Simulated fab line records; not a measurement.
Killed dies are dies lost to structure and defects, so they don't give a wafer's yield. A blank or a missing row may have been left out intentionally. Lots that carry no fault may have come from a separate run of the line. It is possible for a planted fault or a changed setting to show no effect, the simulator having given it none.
A lot that was struck, set against a sound lot | flow n5Finfet | 37 steps out of a route of 1938
Sound: wafers L200.1, L200.4, L200.5. Struck: wafer L216.3. (L216.4 of the same lot was not struck and is left out.) The cause comes at the end.
Per side, at each step with rows, come the tool, then ch with its chambers, and then its first start. Under that, the readings that differ: sound wafers | struck wafers | difference of the means | sigmas: that difference in standard deviations of wafers without a fault.
alike: a reading whose means differ by less than 2 such deviations, as well as words and numbers matching on both sides. not compared: withheld readings; readings where some wafer has no value; bounds like >300 that might hide an equal value; numbers whose values overlap and for which the record gives no deviation.
A row with sigmas, a row that says differs or no value, or rows on one side alone: a step with any of these is where the two part. Numbers that have no deviation but don't overlap get no sigmas and don't part them. A reading that every wafer of one side lacks parts them only if that side has two wafers or more.

first, 10 steps without rows for these wafers: N5_DUMMY_GATE_ETCH_32 (etches SiO2 in CF4, target depth 3.5 nm, time 3.9 s); N5_DUMMY_GATE_ETCH_23 (etches poly-Si in HBr/Cl2/O2, target depth 41 nm, time 22.3 s); N5_DUMMY_GATE_ETCH_44 (etches poly-Si in HBr/O2, stops on SiO2, target depth 127.5 nm); N5_DUMMY_GATE_ETCH_42 (etches SiO2 in CHF3/O2, target depth 3.5 nm, time 31 s); N5_DUMMY_GATE_STRIP_48 (strips in N2/H2, time 20 s); N5_DUMMY_GATE_PRECLEAN_33 (cleans in dHF, time 10 s); N5_DUMMY_GATE_PRECLEAN_25 (cleans in O3/DIW, time 45 s); N5_DUMMY_GATE_PRECLEAN_51 (cleans in SC2, time 45 s); N5_DUMMY_GATE_SRD_26 (time 30 s); N5_DUMMY_GATE_UV_OZONE_45 (time 120 s).
N5_SPACER0_ALD_07: deposits SiNx, target thk 2 nm.
  sound on aldSin-04 ch 0,2,3, day 2 23:33; struck on aldSin-04 ch 2, day 7 01:11
reading                                 | sound | struck | difference | sigmas
model.SiNx_of_SPACER0_ALD_07.thkNm (nm) | 2 2 2 | 1.4    | -0.6       | 
  alike: heaterPowerW
then, 25 steps without rows for these wafers: N5_SPACER0_ALD_00 (deposits SiOCN, target thk 3.5 nm, pulse time 3 s, purge time 2 s); N5_SPACER0_ALD_08 (deposits SiNx, target thk 2 nm); N5_SD_EPI_N_COAT_32 (time 60 s, resist thk 350 nm); N5_SD_EPI_N_COAT_33 (time 60 s, resist thk 35 nm); N5_SD_EPI_N_COAT_03 (resist thk 150 nm); N5_SD_EPI_N_EBR_05; N5_SD_EPI_N_SOFTBAKE_04 (time 60 s); N5_SD_EPI_N_EXPOSE_06 (exposes mask SD N BLK, target cd 120 nm); N5_SD_EPI_N_PEB_07 (peb time 60 s); N5_SD_EPI_N_DEVELOP_08 (develop time 30 s); N5_SD_EPI_N_DESCUM_14 (chemistry O2, time 7.9 s); N5_SD_EPI_N_ETCH_34 (etches SiARC in CF4, target depth 45.5 nm, time 75.8 s); N5_SD_EPI_N_ETCH_35 (etches SOC in N2/H2, overetch 108 nm, time 486 s); N5_SD_EPI_N_STRIP_36 (strips in N2/H2); N5_SD_EPI_N_ETCHBACK_44 (etches SiNx in CH3F/O2, stops on SiO2, target depth 14.5 nm); N5_SD_EPI_N_ETCH_45 (etches SiOCN in CH3F/O2, target depth 6 nm); N5_SD_EPI_N_ETCH_16 (etches SiO2 in CHF3/O2, target depth 5 nm); N5_SD_EPI_N_STRIP_47 (strips in CHF3/O2); N5_SD_EPI_N_SD_RECESS_17 (chemistry HBr/Cl2/O2, target depth 41 nm, time 23.7 s, bt time 3 s); N5_SD_EPI_N_STRIP_38 (strips in N2/H2); N5_SD_EPI_N_WET_ETCH_43 (etches SiO2 in dHF, time 14 s, target depth 1.5 nm); N5_SD_EPI_N_STRIP_18 (strips in SPM, time 750 s); N5_SD_EPI_N_SRD_20 (time 30 s); N5_SD_EPI_N_PRECLEAN_48 (cleans in NF3:NH3, afs cycles 2, time 20 s, sublimation time 60 s); N5_SD_EPI_N_VAPOR_ETCH_50 (etches Si in HCl, time 54 s).
-- the record jumps here: 5 days lie between the struck wafers' starts before and after (it left off in module SD_EPI_N and takes up again in module BEOL_M4, whose first step shown is number 1111 of the route) --
N5_BEOL_M4_RC_MEAS_101:
  sound on prober-01 ch 0, day 8 04:13; struck on prober-01 ch 0, day 12 02:52
reading         | sound            | struck | difference | sigmas
ION_N (uA/um)   | 669 669 675      | 696    | +25        | +2
REXT_N (ohm.um) | 76.4 75.5 75.2   | 71.3   | -4.4       | -2
REXT_P (ohm.um) | 100.5 99.8 100.9 | 93.8   | -6.6       | -4
VT_N (mV)       | 251 253 253      | 244    | -8         | -2
  alike: DIBL_N, DIBL_P, IOFF_N, IOFF_P, ION_P, SS_N, SS_P, VT_P

## WHERE THEY PART
N5_BEOL_M4_RC_MEAS_101 only, going by this record.

WHY: what the simulator had put in
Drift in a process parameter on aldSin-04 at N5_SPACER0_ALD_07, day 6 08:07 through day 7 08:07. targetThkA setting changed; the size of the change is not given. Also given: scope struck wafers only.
